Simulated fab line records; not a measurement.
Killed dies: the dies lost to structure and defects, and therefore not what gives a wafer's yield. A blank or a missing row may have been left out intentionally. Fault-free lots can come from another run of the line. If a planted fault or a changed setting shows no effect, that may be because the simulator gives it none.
fab line records	flow n5Finfet
record lots=6	wafers=18	lastDay=16
route steps=1938 shown BEOL_M2@867 BEOL_M4@1111
lots that met no fault: taken from a fault-free run of the same line
startH: hours from the record's opening day to when the first of the lot's shown wafers began	waitH: hours elapsed since this lot's preceding step	" as in the row above	L1.1+2: a row that stands for several wafers	- no value, or no start was given	* or withheld: withheld	< > ~ a bound
route shown NAME@n: a module of which the file shows steps, and the number in the route of the first	usual: mean/standard deviation taken from wafers without a fault	same: alike in all rows	chamber/n: place in a boat	sites: the reading at each site	_std_site: standard deviation across them	_edge_site: inner sites' mean taken away from outer sites' mean	radiusMm: for every site, how far away it sits from the centre of the wafer	mask NAME#n: copy n	behind: the tool/chamber that last shaped the wafer	hold: cause of the lot's hold/its duration in hours/its outcome	device: names the non-switching transistor (n, p or np)	end of line: the same wafers' tests at the end of the route	where a step has no rows: the recipe by itself	killed: count of dies lost to structure and defects at first sort (not the wafer's yield)	map: shows each die of a wafer: x if killed, . if not, _ if none is there
set.NAME: setting as actually run; set.NAME@STEP: the setting as run at that earlier step	model.NAME: the simulator's own value behind a step, which no gauge read
lots at selected steps of the route; one table per step, one row per wafer
services: a tool's chamber out of use, with start hour (startH, from the record's first day; less than 0 if before it), hours out, and reason
## steps
# step N5_BEOL_M2_COAT_67
# recipe resist=SOC	tempC=250	timeS=60	spinRpm=1500	resistThkNm=60
# step N5_BEOL_M2_COAT_68
# recipe resist=SiARC	tempC=220	timeS=60	spinRpm=1500	resistThkNm=12
# step N5_BEOL_M2_COAT_76
# recipe resist=underlayer	tempC=205	timeS=60	spinRpm=1500	resistThkNm=5
# step N5_BEOL_M2_COAT_22
# recipe resist=CAR-EUV	spinRpm=1500	resistThkNm=30
# step N5_BEOL_M2_EBR_24
# recipe solvent=PGMEA	ebrWidthMm=1.5
# step N5_BEOL_M2_SOFTBAKE_23
# recipe tempC=110	timeS=60	resist=CAR-EUV
# step N5_BEOL_M2_EXPOSE_25
# recipe maskId=V1	na=0.33	sourceShape=quasar	sigmaInner=0.2	sigmaOuter=0.8	polarization=unpolarized	defocusNm=5	doseMj=63
# step N5_BEOL_M2_PEB_26
# recipe pebTempC=100	pebTimeS=60	resist=CAR-EUV
# step N5_BEOL_M2_DEVELOP_27
# recipe developTimeS=30	developer=TMAH	resist=CAR-EUV	rinseLiquid=surfactantRinse	dry=airSpin	devTempC=23
# step N5_BEOL_M2_CD_MEAS_28
# recipe targetCdNm=26.2	landingEnergyEv=500	detector=seInlens	targetCdYNm=24.1	polarity=opening
# usual cdNm=26.18/0.27
lot.wafer	tool	chamber	startH	waitH	cdNm
L816.1	cdSem-01	0	137.34	-	26.13
L816.5	"	0	"	"	26.61
L816.6	"	0	"	"	26.56
L824.2	cdSem-03	0	190.93	-	25.51
L824.4	"	0	"	"	25.92
L824.6	"	0	"	"	25.92
L826.1	cdSem-03	0	192.37	-	26.52
L826.2	"	0	"	"	26.40
L826.6	"	0	"	"	26.28
L829.2	cdSem-01	0	218.78	-	26.39
L829.3	"	0	"	"	26.27
L829.6	"	0	"	"	26.33
L831.1	cdSem-03	0	224.69	-	26.32
L831.3	"	0	"	"	25.88
L831.5	"	0	"	"	26.50
L837.2	cdSem-01	0	251.48	-	26.03
L837.3	"	0	"	"	26.30
L837.6	"	0	"	"	25.73
# step N5_BEOL_M2_OVL_MEAS_29
# recipe pointsPerWafer=522
# usual V1_OVL=0.6/0.62
lot.wafer	tool	chamber	startH	waitH	V1_OVL[nm]
L816.1	overlay-02	0	137.37	0.0	1.3
L816.5	"	0	"	"	0.8
L816.6	"	0	"	"	0.3
L824.2	overlay-01	0	190.97	0.0	0.7
L824.4	"	0	"	"	0.9
L824.6	"	0	"	"	0.5
L826.1	overlay-02	0	192.40	0.0	1.3
L826.2	"	0	"	"	0.9
L826.6	"	0	"	"	1.3
L829.2	overlay-01	0	218.82	0.0	0.9
L829.3	"	0	"	"	0.1
L829.6	"	0	"	"	1.2
L831.1	overlay-02	0	224.72	0.0	0.4
L831.3	"	0	"	"	0.9
L831.5	"	0	"	"	1.0
L837.2	overlay-01	0	251.51	0.0	0.2
L837.3	"	0	"	"	0.6
L837.6	"	0	"	"	1.3
# step N5_BEOL_M2_INSPECT_30
# recipe mode=adi	inspectInstrument=brightfield
# usual rawDefectCount=407/91
lot.wafer	tool	chamber	startH	waitH	rawDefectCount
L816.1	defectInspect-02	-	137.43	0.1	495
L816.5	"	-	"	"	482
L816.6	"	-	"	"	492
L824.2	defectInspect-01	-	191.02	0.0	373
L824.4	"	-	"	"	287
L824.6	"	-	"	"	333
L826.1	defectInspect-02	-	192.45	0.1	423
L826.2	"	-	"	"	555
L826.6	"	-	"	"	549
L829.2	defectInspect-01	-	218.87	0.0	319
L829.3	"	-	"	"	310
L829.6	"	-	"	"	333
L831.1	defectInspect-01	-	224.78	0.1	341
L831.3	"	-	"	"	477
L831.5	"	-	"	"	411
L837.2	defectInspect-02	-	251.57	0.0	552
L837.3	"	-	"	"	409
L837.6	"	-	"	"	319
# step N5_BEOL_M2_DESCUM_33
# recipe chemistry=O2	timeS=7	sourcePowerW=50	biasPowerW=20	pressureMtorr=20	rfFrequencyHz=2.712e+07	tempC=40	resist=CAR-EUV	o2FlowSccm=225
# usual drypumpMotorCurrentA=5.7/0.32	oesProductAu=0.79/0.08	rfFwdPowerW=49.42/0.17	rfVppV=243.4/1.2	showerheadPlenumPTorr=2.10/0.057	throttleValvePct=20.36/0.29
lot.wafer	tool	chamber	startH	waitH	drypumpMotorCurrentA	oesProductAu	rfFwdPowerW	rfHoursCounterH	rfVppV	showerheadPlenumPTorr	throttleValvePct	model.CAR-EUV_of_BEOL_M2_COAT_22.thkNm
L816.1	rieDiel-06	3	137.46	0.0	6.0	0.83	49.32	84	244.3	2.11	20.22	26
L816.5	"	2	"	"	5.7	0.85	49.35	-	244.4	2.11	20.46	26
L816.6	"	3	"	"	6.0	0.83	49.52	-	241.0	2.11	20.21	26
L824.2	rieDiel-01	3	191.22	0.2	5.5	0.84	49.40	69	243.7	2.13	20.63	26
L824.4	"	2	"	"	5.8	0.68	49.33	248	241.9	1.96	20.81	26
L824.6	"	3	"	"	5.5	0.84	49.36	-	244.3	2.13	20.62	26
L826.1	rieDiel-01	2	192.49	0.0	5.8	0.68	49.46	248	241.8	1.96	20.81	24.2
L826.2	"	0	"	"	5.1	0.86	49.66	38	243.9	2.15	20.37	26
L826.6	"	1	"	"	5.6	0.74	49.45	-	242.7	2.17	20.90	25.8
L829.2	rieDiel-01	0	218.93	0.1	5.1	0.85	49.47	48	242.2	2.14	20.39	25.8
L829.3	"	2	"	"	5.9	0.99	49.40	2	245.1	2.22	20.51	24.2
L829.6	"	1	"	"	5.5	0.73	49.51	-	243.4	2.17	20.91	26
L831.1	rieDiel-04	0	224.82	0.0	6.2	0.86	49.19	59	243.6	2.13	20.24	26
L831.3	"	1	"	"	5.4	0.69	49.32	226	243.8	2.08	20.38	26
L831.5	"	2	"	"	5.4	0.70	49.60	-	244.5	2.12	19.97	26
L837.2	rieDiel-04	2	251.60	0.0	5.5	0.68	49.67	220	244.7	2.11	19.98	25.8
L837.3	"	0	"	"	6.2	0.85	48.99	67	243.4	2.13	20.23	26
L837.6	"	3	"	"	6.1	0.77	49.55	-	240.4	2.02	20.28	25.8
# step N5_BEOL_M2_ETCH_77
# recipe chemistry=N2/H2	target=underlayer	targetDepthA=65	maskMaterial=CAR-EUV	timeS=5.2	ionEnergyEv=200	pressureMtorr=30	sourceW=840	biasW=150	n2FlowSccm=200	h2FlowSccm=200	ends=cleared
# usual drypumpMotorCurrentA=5.7/0.32	etchRfOnTimeS=5.15/0.2	oesProductAu=0.67/0.07	rfFwdPowerW=819.6/2.8	rfVppV=524.4/2.2	showerheadPlenumPTorr=2.56/0.074	throttleValvePct=17.84/0.25
lot.wafer	tool	chamber	startH	waitH	drypumpMotorCurrentA	etchRfOnTimeS	oesProductAu	rfFwdPowerW	rfHoursCounterH	rfVppV	showerheadPlenumPTorr	throttleValvePct
L816.1	rieDiel-06	3	137.50	0.0	6.1	5.28	0.72	814.5	84	525.2	2.57	17.61
L816.5	"	2	"	"	5.7	4.79	0.74	820.4	-	521.3	2.56	17.84
L816.6	"	3	"	"	6.1	5.32	0.71	820.9	-	524.1	2.57	17.59
L824.2	rieDiel-01	3	191.25	0.0	5.5	5.29	0.70	819.1	69	524.4	2.57	17.96
L824.4	"	2	"	"	5.9	5.40	0.56	817.3	248	519.7	2.40	18.35
L824.6	"	3	"	"	5.5	5.27	0.71	821.2	-	525.2	2.57	17.95
L826.1	rieDiel-01	2	192.52	0.0	5.9	5.42	0.57	821.7	248	520.7	2.40	18.36
L826.2	"	0	"	"	5.1	4.98	0.76	817.5	38	525.0	2.63	17.94
L826.6	"	1	"	"	5.6	5.30	0.62	817.5	-	526.2	2.64	18.39
L829.2	rieDiel-01	0	218.96	0.0	5.1	4.95	0.75	818.3	48	526.2	2.62	17.97
L829.3	"	2	"	"	5.9	5.34	0.82	817.7	2	529.3	2.72	17.95
L829.6	"	1	"	"	5.6	5.32	0.61	818.1	-	527.1	2.64	18.40
L831.1	rieDiel-04	0	224.85	0.0	6.3	4.92	0.74	818.3	59	527.0	2.59	17.70
L831.3	"	1	"	"	5.5	5.33	0.59	819.3	226	523.3	2.50	17.64
L831.5	"	2	"	"	5.5	4.94	0.61	819.3	-	526.2	2.63	17.73
L837.2	rieDiel-04	2	251.63	0.0	5.5	5.01	0.60	815.0	220	525.5	2.63	17.73
L837.3	"	0	"	"	6.2	5.01	0.72	813.9	67	523.6	2.59	17.73
L837.6	"	3	"	"	6.2	5.27	0.64	820.8	-	522.7	2.44	17.61
# step N5_BEOL_M2_ETCH_69
# recipe chemistry=CF4	target=SiARC	targetDepthA=156	maskMaterial=CAR-EUV	timeS=26	ionEnergyEv=80	pressureMtorr=40	sourceW=545	biasW=36	Ar_flow_sccm=100	cf4FlowSccm=100	ends=cleared
# usual drypumpMotorCurrentA=5.7/0.32	etchRfOnTimeS=25.8/0.97	oesProductAu=0.67/0.068	rfFwdPowerW=531.8/1.8	rfVppV=184.2/1.1	showerheadPlenumPTorr=2.16/0.056	throttleValvePct=15.59/0.27
lot.wafer	tool	chamber	startH	waitH	drypumpMotorCurrentA	etchRfOnTimeS	oesProductAu	rfFwdPowerW	rfHoursCounterH	rfVppV	showerheadPlenumPTorr	throttleValvePct
L816.1	rieDiel-06	3	137.51	0.0	6.1	25.8	0.72	532.8	84	185.4	2.16	15.40
L816.5	"	2	"	"	5.6	24.5	0.74	534.5	-	185.8	2.18	15.78
L816.6	"	3	"	"	6.0	25.8	0.72	531.0	-	182.8	2.16	15.40
L824.2	rieDiel-01	3	191.27	0.0	5.5	26.6	0.71	537.2	69	184.0	2.15	15.63
L824.4	"	2	"	"	5.8	27.2	0.57	532.0	248	182.9	2.04	16.18
L824.6	"	3	"	"	5.5	26.5	0.71	533.5	-	183.3	2.15	15.63
L826.1	rieDiel-01	2	192.54	0.0	5.8	27.0	0.57	531.3	248	181.2	2.04	16.19
L826.2	"	0	"	"	5.1	24.6	0.76	530.4	38	184.4	2.18	15.49
L826.6	"	1	"	"	5.5	26.3	0.62	534.1	-	186.1	2.21	15.96
L829.2	rieDiel-01	0	218.98	0.0	5.1	24.6	0.75	534.0	48	184.6	2.18	15.49
L829.3	"	2	"	"	5.9	26.4	0.83	532.1	2	186.1	2.30	15.72
L829.6	"	1	"	"	5.6	26.1	0.62	532.1	-	184.5	2.20	15.98
L831.1	rieDiel-04	0	224.87	0.0	6.2	25.0	0.73	531.0	59	185.2	2.17	15.28
L831.3	"	1	"	"	5.4	26.6	0.58	529.7	226	183.9	2.12	15.62
L831.5	"	2	"	"	5.5	24.5	0.62	531.9	-	184.7	2.21	15.49
L837.2	rieDiel-04	2	251.65	0.0	5.5	24.7	0.60	533.1	220	185.6	2.20	15.50
L837.3	"	0	"	"	6.2	25.2	0.72	530.4	67	182.2	2.17	15.31
L837.6	"	3	"	"	6.2	26.3	0.65	533.8	-	182.9	2.06	15.44
# step N5_BEOL_M2_ALD_98
# recipe material=SiO2	targetThkA=25	tempC=100	aldPrecursorFamily=BDEAS	aldCoReactant=O2-plasma	pulseTimeS=1	coReactantPulseTimeS=1	purgeTimeS=2	coReactantPurgeTimeS=2	aldCycles=17	pressureTorr=2
# usual heaterPowerOuterW=40/4.5	heaterPowerW=79/6.8	precursorPulseHeightRel=1.002/0.02
lot.wafer	tool	chamber	startH	waitH	heaterPowerOuterW	heaterPowerW	precursorPulseHeightRel
L816.1	aldSin-04	3	137.71	0.2	39	75	1.009
L816.5	"	2	"	"	47	85	1.039
L816.6	"	3	"	"	40	74	1.007
L824.2	aldSin-01	0	191.35	0.1	30	66	1.023
L824.4	"	2	"	"	36	72	0.996
L824.6	"	1	"	"	39	78	1.029
L826.1	aldSin-02	1	192.62	0.1	37	76	1.024
L826.2	"	3	"	"	35	70	1.025
L826.6	"	0	"	"	42	82	1.014
L829.2	aldSin-01	3	219.06	0.1	40	80	1.016
L829.3	"	1	"	"	41	78	1.025
L829.6	"	3	"	"	40	83	0.979
L831.1	aldSin-01	1	224.95	0.1	42	80	1.010
L831.3	"	0	"	"	32	65	1.006
L831.5	"	3	"	"	41	83	1.006
L837.2	aldSin-02	2	251.73	0.1	46	83	1.030
L837.3	"	1	"	"	38	74	1.023
L837.6	"	1	"	"	37	74	0.993
# step N5_BEOL_M2_ETCHBACK_99
# recipe chemistry=CHF3	target=SiO2	targetDepthA=50	timeS=10.4	sourceW=215	biasW=47	Ar_flow_sccm=200	CHF3_flow_sccm=12	ionEnergyEv=100	pressureMtorr=30
# usual drypumpMotorCurrentA=5.7/0.34	oesProductAu=0.78/0.078	rfFwdPowerW=212.4/0.88	rfVppV=243/7.2	showerheadPlenumPTorr=2.17/0.058	throttleValvePct=17.03/0.25
lot.wafer	tool	chamber	startH	waitH	drypumpMotorCurrentA	oesProductAu	rfFwdPowerW	rfHoursCounterH	rfVppV	showerheadPlenumPTorr	throttleValvePct	model.CAR-EUV_of_BEOL_M2_COAT_22.thkNm
L816.1	rieDiel-06	3	139.14	1.4	6.1	0.83	213.7	85	232	2.18	16.90	10.2
L816.5	"	0	"	"	5.6	0.84	212.5	-	257	2.10	16.58	10.4
L816.6	"	3	"	"	6.1	0.83	213.6	-	231	2.18	16.89	10.2
L824.2	rieDiel-04	1	194.01	2.6	5.4	0.69	212.5	220	249	2.13	17.05	10.4
L824.4	"	0	"	"	6.2	0.86	211.4	49	249	2.18	16.71	10.2
L824.6	"	3	"	"	6.2	0.78	211.7	-	244	2.11	17.01	10.4
L826.1	rieDiel-04	1	194.38	1.7	5.4	0.68	211.2	220	247	2.14	17.05	8.6
L826.2	"	3	"	"	6.2	0.77	212.9	85	242	2.11	17.04	10.2
L826.6	"	0	"	"	6.2	0.86	211.7	-	250	2.18	16.72	10.2
L829.2	rieDiel-04	0	223.46	4.4	6.2	0.85	211.8	59	251	2.18	16.73	10.2
L829.3	"	1	"	"	5.4	0.68	211.2	226	249	2.13	17.06	8.6
L829.6	"	3	"	"	6.2	0.77	213.0	-	243	2.10	17.03	10.4
L831.1	rieDiel-04	3	231.29	6.3	6.1	0.78	212.7	97	242	2.10	17.05	10.4
L831.3	"	2	"	"	5.5	0.70	212.4	212	231	2.22	16.91	10.4
L831.5	"	3	"	"	6.1	0.77	212.2	-	243	2.10	17.05	10.2
L837.2	rieDiel-01	2	252.78	1.0	5.8	0.92	213.3	14	243	2.33	17.35	10.2
L837.3	"	3	"	"	5.5	0.81	212.8	94	247	2.14	17.08	10.4
L837.6	"	3	"	"	5.5	0.80	211.8	-	247	2.14	17.09	10.4
# step N5_BEOL_M2_ETCH_70
# recipe chemistry=N2/H2	target=SOC	targetDepthA=800	overetchA=240	maskMaterial=SiARC	tempC=40	timeS=130	ionEnergyEv=200	pressureMtorr=30	sourceW=840	biasW=150	n2FlowSccm=200	h2FlowSccm=200
# usual drypumpMotorCurrentA=5.7/0.34	oesProductAu=0.58/0.054	rfFwdPowerW=835.9/2.7	rfVppV=524.4/2.2	showerheadPlenumPTorr=2.56/0.082	throttleValvePct=17.79/0.26
lot.wafer	tool	chamber	startH	waitH	drypumpMotorCurrentA	oesProductAu	rfFwdPowerW	rfHoursCounterH	rfVppV	showerheadPlenumPTorr	throttleValvePct
L816.1	rieDiel-06	3	139.18	0.0	6.0	0.61	837.2	85	525.3	2.57	17.55
L816.5	"	0	"	"	5.5	0.64	837.3	-	522.6	2.51	17.63
L816.6	"	3	"	"	6.0	0.61	840.1	-	525.9	2.57	17.58
L824.2	rieDiel-04	1	194.04	0.0	5.4	0.52	837.9	220	523.0	2.50	17.59
L824.4	"	0	"	"	6.2	0.63	835.0	49	525.3	2.60	17.64
L824.6	"	3	"	"	6.1	0.59	837.8	-	521.8	2.45	17.52
L826.1	rieDiel-04	1	194.42	0.0	5.4	0.51	831.7	220	522.1	2.50	17.59
L826.2	"	3	"	"	6.1	0.58	835.3	85	522.1	2.44	17.54
L826.6	"	0	"	"	6.2	0.63	833.8	-	525.7	2.60	17.63
L829.2	rieDiel-04	0	223.50	0.0	6.2	0.61	835.7	59	524.4	2.59	17.65
L829.3	"	1	"	"	5.4	0.51	832.0	226	523.1	2.50	17.62
L829.6	"	3	"	"	6.2	0.58	835.3	-	522.3	2.44	17.54
L831.1	rieDiel-04	3	231.32	0.0	6.2	0.57	838.8	97	520.3	2.44	17.55
L831.3	"	2	"	"	5.5	0.51	837.9	212	525.7	2.63	17.65
L831.5	"	3	"	"	6.2	0.58	838.1	-	522.3	2.44	17.54
L837.2	rieDiel-01	2	252.81	0.0	5.8	0.68	837.7	14	528.7	2.72	17.95
L837.3	"	3	"	"	5.6	0.60	835.3	94	524.7	2.56	17.96
L837.6	"	3	"	"	5.5	0.59	831.4	-	524.1	2.56	17.95
# step N5_BEOL_M4_RC_MEAS_101
# usual DIBL_N=36.0/2.2	DIBL_P=35.9/2.6	IOFF_N=0.16/0.038	IOFF_P=0.21/0.042	ION_N=675/15	ION_P=463/10	SS_N=71.5/0.62	SS_P=73.2/0.76	VT_N=250/4.1	VT_P=-251/3.6
lot.wafer	tool	chamber	startH	waitH	DIBL_N[mV/V]	DIBL_P[mV/V]	IOFF_N[nA/um]	IOFF_P[nA/um]	ION_N[uA/um]	ION_P[uA/um]	SS_N[mV/dec]	SS_P[mV/dec]	VT_N[mV]	VT_P[mV]
L816.1	prober-01	0	164.54	0.0	37.6	36.9	0.17	0.23	690	472	72.3	74.0	251	-250
L816.5	"	0	"	"	34.1	34.2	0.12	0.19	656	460	71.1	72.2	256	-249
L816.6	"	0	"	"	37.6	37.2	0.17	0.23	681	473	71.8	73.5	248	-248
L824.2	prober-01	0	219.93	0.2	36.3	36.8	0.15	0.20	664	454	71.2	73.4	252	-253
L824.4	"	0	"	"	34.3	34.1	0.11	0.16	645	447	70.9	72.9	254	-255
L824.6	"	0	"	"	38.3	38.6	0.19	0.23	676	466	71.9	74.3	251	-250
L826.1	prober-01	0	227.47	0.0	36.2	36.4	0.15	0.18	683	456	71.6	72.8	250	-254
L826.2	"	0	"	"	38.2	38.9	0.19	0.21	684	456	72.0	73.9	249	-251
L826.6	"	0	"	"	34.1	33.8	0.13	0.15	679	457	70.7	72.2	251	-256
L829.2	prober-02	0	253.82	0.2	37.5	36.4	0.17	0.21	690	475	71.8	73.3	250	-251
L829.3	"	0	"	"	37.1	36.4	0.16	0.20	676	464	72.0	73.1	251	-249
L829.6	"	0	"	"	37.3	36.6	0.17	0.21	687	467	71.5	73.7	249	-247
L831.1	prober-01	0	264.37	0.1	30.7	29.6	0.08	0.11	656	448	70.8	72.5	261	-261
L831.3	"	0	"	"	39.7	39.5	0.23	0.24	674	456	73.9	74.6	245	-251
L831.5	"	0	"	"	34.3	33.5	0.12	0.15	661	443	71.7	72.7	254	-259
L837.2	prober-02	0	290.32	0.2	35.4	35.1	0.15	0.23	689	476	71.6	72.3	251	-248
L837.3	"	0	"	"	36.3	35.1	0.17	0.23	670	457	71.5	73.2	251	-247
L837.6	"	0	"	"	37.3	37.0	0.20	0.27	702	480	71.6	73.8	246	-244
## services
tool	chamber	startH	hours	kind
aldSin-01	1	144.50	5.2	repair
aldSin-02	0	151.84	12.4	repair
rieDiel-06	0	155.65	13.1	repair
rieDiel-01	1	173.91	5.0	repair
aldSin-01	-	177.18	14.0	pm
aldSin-01	0	177.18	14.0	ventCycle
aldSin-01	1	177.18	14.0	ventCycle
rieDiel-06	1	187.11	16.2	repair
rieDiel-01	2	201.16	-	clean
rieDiel-01	2	201.16	-	consumableReplace:focusRing
rieDiel-01	2	201.16	-	consumableReplace:showerhead
rieDiel-01	2	201.16	13.0	scheduledDown
rieDiel-01	2	201.16	13.0	ventCycle
rieDiel-04	1	204.77	9.1	repair
aldSin-01	-	219.33	0.9	repair
aldSin-01	2	224.79	3.5	repair
aldSin-04	1	226.54	1.7	repair
aldSin-04	3	231.17	16.1	repair
aldSin-02	0	232.17	4.1	repair
aldSin-01	-	235.40	0.5	repair
aldSin-02	3	238.06	6.4	repair
aldSin-04	2	240.62	5.4	repair
rieDiel-06	3	242.09	1.5	repair
rieDiel-06	0	242.48	1.3	repair
## key
firstSign none at tools or gauges
modelEffect step=N5_BEOL_M2_DESCUM_33	value=CAR-EUV_of_BEOL_M2_COAT_22.thkNm	without=26	struck=24.2
modelEffect step=N5_BEOL_M2_ETCHBACK_99	value=CAR-EUV_of_BEOL_M2_COAT_22.thkNm	without=10.4	struck=8.6
metAt N5_BEOL_M2_DESCUM_33
struckWafers L826.1,L829.3
onsetBetween 191.22 192.49
fault kind=processParameterDrift	tool=rieDiel-01	chamber=-	onsetH=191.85	steps=N5_BEOL_M2_DESCUM_33	channel=timeS	offset=*	shape=step	endH=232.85	scope=struckWafersOnly	actsIn=*	stated=*
